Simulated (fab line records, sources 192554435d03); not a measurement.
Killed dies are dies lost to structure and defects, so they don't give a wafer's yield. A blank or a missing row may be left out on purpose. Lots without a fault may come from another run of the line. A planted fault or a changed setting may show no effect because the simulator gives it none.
Which tool did it? | flow n5_finfet | 11 lots, 30 wafers sampled, at 4 steps of a route of 1938

WHAT THE GAUGES READ, wafer by wafer
The record holds no reading of a measuring or inspecting step that can be judged against a usual standard deviation.

WHICH TOOL RAN EACH LOT (tool, then ch and the chambers of the sampled wafers, then the start)
lot  | N5_BEOL_M9_ETCH_65                 | N5_BEOL_M9_VIA_ETCH_34             | N5_BEOL_M9_CVD_78                | N5_BEOL_M9_DEP_56
L128 | rie_diel-03 ch 0,1,3, day 9 11:14  | rie_diel-03 ch 0,1,3, day 9 11:22  | cvd_co-01 ch 1,2, day 9 14:19    | pecvd-03 ch 1,2, day 9 15:34
L130 | rie_diel-04 ch 0,2,3, day 10 04:24 | rie_diel-04 ch 0,2,3, day 10 04:32 | cvd_co-02 ch 0,1,2, day 10 05:49 | pecvd-03 ch 0,1,2, day 10 07:31
L129 | rie_diel-03 ch 0,2, day 10 06:10   | rie_diel-03 ch 0,2, day 10 06:18   | cvd_co-02 ch 1,2, day 10 09:17   | pecvd-03 ch 0,1,2, day 10 10:23
L132 | rie_diel-04 ch 1,2,3, day 10 17:43 | rie_diel-04 ch 1,2,3, day 10 17:50 | cvd_co-02 ch 1,2, day 10 20:01   | pecvd-03 ch 0,1, day 10 21:11
L131 | rie_diel-04 ch 1,3, day 10 18:38   | rie_diel-04 ch 1,3, day 10 18:46   | cvd_co-01 ch 0,1,2, day 10 20:23 | pecvd-01 ch 0,1,2, day 10 21:29
L133 | rie_diel-03 ch 1,3, day 11 00:50   | rie_diel-03 ch 1,3, day 11 00:58   | cvd_co-01 ch 0,2, day 11 02:35   | pecvd-03 ch 1,2, day 11 04:05
L137 | rie_diel-01 ch 1,2, day 12 03:41   | rie_diel-01 ch 1,2, day 12 03:49   | cvd_co-02 ch 0,2, day 12 05:23   | pecvd-03 ch 1,2, day 12 06:51
L139 | rie_diel-03 ch 0,2, day 12 19:58   | rie_diel-03 ch 0,2, day 12 20:06   | cvd_co-02 ch 0,2, day 12 21:40   | pecvd-01 ch 1,2, day 12 23:31
L144 | rie_diel-04 ch 2,3, day 14 04:37   | rie_diel-04 ch 2,3, day 14 04:45   | cvd_co-02 ch 1,2, day 14 08:04   | pecvd-03 ch 0,1, day 14 09:04
L147 | rie_diel-04 ch 1, day 14 18:49     | rie_diel-04 ch 1, day 14 18:56     | cvd_co-02 ch 0,2, day 14 20:29   | pecvd-03 ch 1, day 14 21:43
L150 | rie_diel-04 ch 0,1,2, day 15 15:02 | rie_diel-04 ch 0,1,2, day 15 15:10 | cvd_co-02 ch 0,2, day 15 16:32   | pecvd-01 ch 0,2, day 15 17:40
- N5_BEOL_M9_ETCH_65: etches SiARC in CF4, target depth 15.6 nm, time 26 s.
- N5_BEOL_M9_VIA_ETCH_34: etches SiCOH lowk in C4F6/O2, target depth 182.4 nm, time 68.4 s.
- N5_BEOL_M9_CVD_78: deposits Co from CCTBA/H2, target thk 2 nm, time 138.9 s.
- N5_BEOL_M9_DEP_56: deposits SiCN from 3MS/NH3, target thk 15 nm, time 26.5 s.

WHAT THE TOOLS THEMSELVES READ (means of the sampled wafers that have a number; where no wafer has one, the mark that the record gives instead)
N5_BEOL_M9_ETCH_65. Usual: bias_w 36.00 W, standard deviation 0.12; drypump_motor_current_A 5.7 A, standard deviation 0.42; etch_rf_on_time_s 25.6 s, standard deviation 0.54; oes_product_au 0.69 a.u., standard deviation 0.083; rf_vpp_V 183.5 V, standard deviation 1.2; showerhead_plenum_p_Torr 2.10 Torr, standard deviation 0.079; throttle_valve_pct 15.43 %, standard deviation 0.21.
lot  | tool        | bias_w (W) | drypump_motor_current_A (A) | etch_rf_on_time_s (s) | oes_product_au (a.u.) | rf_vpp_V (V) | showerhead_plenum_p_Torr (Torr) | throttle_valve_pct (%) | flag
L128 | rie_diel-03 | 36.00      | 6.0                         | 25.8                  | 0.58                  | 184.2        | 2.14                            | 15.78                  |
L130 | rie_diel-04 | 35.97      | 5.7                         | 25.9                  | 0.64                  | 183.9        | 2.11                            | 15.55                  |
L129 | rie_diel-03 | 35.92      | 5.3                         | 25.6                  | 0.71                  | 184.7        | 2.15                            | 15.34                  |
L132 | rie_diel-04 | 35.96      | 5.7                         | 25.7                  | 0.65                  | 183.0        | 2.06                            | 15.38                  |
L131 | rie_diel-04 | 36.06      | 5.5                         | 25.4                  | 0.62                  | 183.2        | 1.99                            | 15.46                  |
L133 | rie_diel-03 | 35.97      | 6.1                         | 25.7                  | 0.73                  | 184.0        | 2.17                            | 15.68                  |
L137 | rie_diel-01 | 36.02      | 5.4                         | 26.1                  | 0.66                  | 183.5        | 2.07                            | 15.53                  |
L139 | rie_diel-03 | 36.05      | 5.5                         | 25.6                  | 0.78                  | 183.4        | 2.13                            | 15.18                  |
L144 | rie_diel-04 | 35.84      | 5.7                         | 25.9                  | 0.64                  | 184.1        | 2.10                            | 15.43                  |
L147 | rie_diel-04 | 35.97      | 5.7                         | 25.8                  | 0.62                  | 181.7        | 1.96                            | 15.47                  |
L150 | rie_diel-04 | 35.98      | 5.9                         | 25.7                  | 0.70                  | 183.4        | 2.07                            | 15.40                  |

N5_BEOL_M9_VIA_ETCH_34. Usual: bias_w 185.1 W, standard deviation 0.53; drypump_motor_current_A 5.7 A, standard deviation 0.42; oes_f_703_au 0.81 a.u., standard deviation 0.089; oes_product_au 0.81 a.u., standard deviation 0.098; rf_vpp_V 663 V, standard deviation 14; showerhead_plenum_p_Torr 2.79 Torr, standard deviation 0.1; throttle_valve_pct 20.72 %, standard deviation 0.2.
lot  | tool        | bias_w (W) | drypump_motor_current_A (A) | oes_f_703_au (a.u.) | oes_product_au (a.u.) | rf_vpp_V (V) | showerhead_plenum_p_Torr (Torr) | throttle_valve_pct (%) | flag
L128 | rie_diel-03 | 185.5      | 6.0                         | 0.69                | 0.68                  | 658          | 2.84                            | 21.00                  |
L130 | rie_diel-04 | 185.0      | 5.7                         | 0.76                | 0.74                  | 663          | 2.80                            | 20.82                  |
L129 | rie_diel-03 | 185.1      | 5.3                         | 0.83                | 0.84                  | 679          | 2.85                            | 20.51                  |
L132 | rie_diel-04 | 185.1      | 5.7                         | 0.76                | 0.76                  | 659          | 2.75                            | 20.68                  |
L131 | rie_diel-04 | 185.0      | 5.5                         | 0.75                | 0.73                  | 652          | 2.65                            | 20.72                  |
L133 | rie_diel-03 | 185.1      | 6.1                         | 0.86                | 0.86                  | 665          | 2.88                            | 21.05                  |
L137 | rie_diel-01 | 185.1      | 5.4                         | 0.79                | 0.78                  | 662          | 2.74                            | 20.79                  |
L139 | rie_diel-03 | 184.8      | 5.5                         | 0.91                | 0.92                  | 673          | 2.83                            | 20.41                  |
L144 | rie_diel-04 | 184.8      | 5.7                         | 0.75                | 0.74                  | 661          | 2.80                            | 20.73                  |
L147 | rie_diel-04 | 184.6      | 5.7                         | 0.73                | 0.72                  | 652          | 2.61                            | 20.71                  |
L150 | rie_diel-04 | 185.1      | 5.9                         | 0.81                | 0.81                  | 662          | 2.75                            | 20.70                  |

N5_BEOL_M9_CVD_78. Usual: run_length_s 161.9 s, standard deviation 0.42.
lot  | tool      | run_length_s (s) | flag
L128 | cvd_co-01 | 161.6            |
L130 | cvd_co-02 | 162.4            |
L129 | cvd_co-02 | 162.1            |
L132 | cvd_co-02 | 162.3            |
L131 | cvd_co-01 | 161.7            |
L133 | cvd_co-01 | 161.5            |
L137 | cvd_co-02 | 162.0            |
L139 | cvd_co-02 | 162.0            |
L144 | cvd_co-02 | 98.5             | OFF
L147 | cvd_co-02 | 129.8            | OFF
L150 | cvd_co-02 | 140.7            | OFF

N5_BEOL_M9_DEP_56. Usual: showerhead_plenum_p_Torr 3.676 Torr, standard deviation 0.016; throttle_valve_pct 9.03 %, standard deviation 0.3.
lot  | tool     | showerhead_plenum_p_Torr (Torr) | throttle_valve_pct (%) | flag
L128 | pecvd-03 | 3.677                           | 9.09                   |
L130 | pecvd-03 | 3.681                           | 8.88                   |
L129 | pecvd-03 | 3.683                           | 9.15                   |
L132 | pecvd-03 | 3.689                           | 8.96                   |
L131 | pecvd-01 | 3.669                           | 9.04                   |
L133 | pecvd-03 | 3.670                           | 9.09                   |
L137 | pecvd-03 | 3.677                           | 9.18                   |
L139 | pecvd-01 | 3.670                           | 9.21                   |
L144 | pecvd-03 | 3.684                           | 8.97                   |
L147 | pecvd-03 | 3.671                           | 9.34                   |
L150 | pecvd-01 | 3.676                           | 8.71                   |

THE ANSWER, worked out from the rows above alone
Rule: a lot is off if the mean of its wafers that have a number lies more than 3 standard deviations from the usual mean. A lot without any number at a reading at which 4 lots or more have one is off too. The other lots that the step has rows for count as sound. The gauges are gone through in route order, then the tools' own readings, and for those a lot's mean is taken as printed above. The first step at which some lot is off is used, and at that step the reading that is off furthest; a lot without a number counts as furthest.
Off: L144, L147, L150, at N5_BEOL_M9_CVD_78 (run_length_s).
A tool fits if, at that step or a process step before it, it ran every lot that is off, and no sound lot after the first of them. Can't be told from this: 2 tools fit, rie_diel-04 at N5_BEOL_M9_ETCH_65 and N5_BEOL_M9_VIA_ETCH_34, cvd_co-02 at N5_BEOL_M9_CVD_78.

WHAT THE SIMULATOR HAD PUT IN
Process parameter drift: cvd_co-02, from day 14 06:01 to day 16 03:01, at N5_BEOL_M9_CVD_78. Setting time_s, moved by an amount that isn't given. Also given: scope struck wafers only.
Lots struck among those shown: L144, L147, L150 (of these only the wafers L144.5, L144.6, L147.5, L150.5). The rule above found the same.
